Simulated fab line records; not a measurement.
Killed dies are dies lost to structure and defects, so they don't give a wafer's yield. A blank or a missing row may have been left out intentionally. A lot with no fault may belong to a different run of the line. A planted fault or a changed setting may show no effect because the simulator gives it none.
Chamber matching + flow nand_harc + 4 sister chambers for NHARC_P_BONDPAD_CMP_32 on cmp-01
The step polishes SiCN, target thk 200 nm. 4 wafers are shown with their chamber, then 9 later ones without.

EACH WAFER AND ITS CHAMBER
| wafer  | chamber | motor_current_A (A) |
|--------|---------|---------------------|
| L078.5 | 3       | 12.0                |
| L081.1 | 2       | 13.4                |
| L082.5 | 1       | 12.5                |
| L082.6 | 0       | 13.2                |

WAFERS WHOSE CHAMBER IS MISSING
| wafer  | motor_current_A (A) |
|--------|---------------------|
| L086.1 | 12.7                |
| L086.2 | 12.2                |
| L086.6 | 13.8                |
| L087.1 | 11.8                |
| L087.3 | 13.1                |
| L087.4 | 14.5                |
| L089.2 | 13.8                |
| L089.3 | 13.1                |
| L089.6 | 14.5                |

CHAMBER TAKEN BY EACH
| wafer  | from the rows above               | in truth |
|--------|-----------------------------------|----------|
| L086.1 | can't be placed: 1 or 0 or 3 or 2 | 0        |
| L086.2 | can't be placed: 3 or 1 or 0 or 2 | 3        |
| L086.6 | can't be placed: 2 or 0 or 1      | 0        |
| L087.1 | can't be placed: 3 or 1           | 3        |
| L087.3 | can't be placed: 0 or 2 or 1 or 3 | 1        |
| L087.4 | can't be placed: 2 or 0 or 1      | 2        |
| L089.2 | can't be placed: 2 or 0 or 1      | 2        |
| L089.3 | can't be placed: 0 or 2 or 1 or 3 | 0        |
| L089.6 | can't be placed: 2 or 0 or 1      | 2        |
Correct placement for 0 of the 9. Cannot be placed on the basis of these rows: 9; the candidates contain the true chamber in 9. Number placed wrongly: 0.
How it was worked out, from the rows above alone: a wafer's distance from a chamber is the root of the sum, over the readings, of the square of ((its reading less the chamber's mean) divided by the reading's scatter). The wafer belongs to the nearest chamber; if the next one is less than 2 further off, it can't be placed. For every chamber, the mean is computed from those of its wafers that are shown. The scatter: root of mean squared gap, hidden wafer to nearest shown wafer, with one shown wafer a chamber.
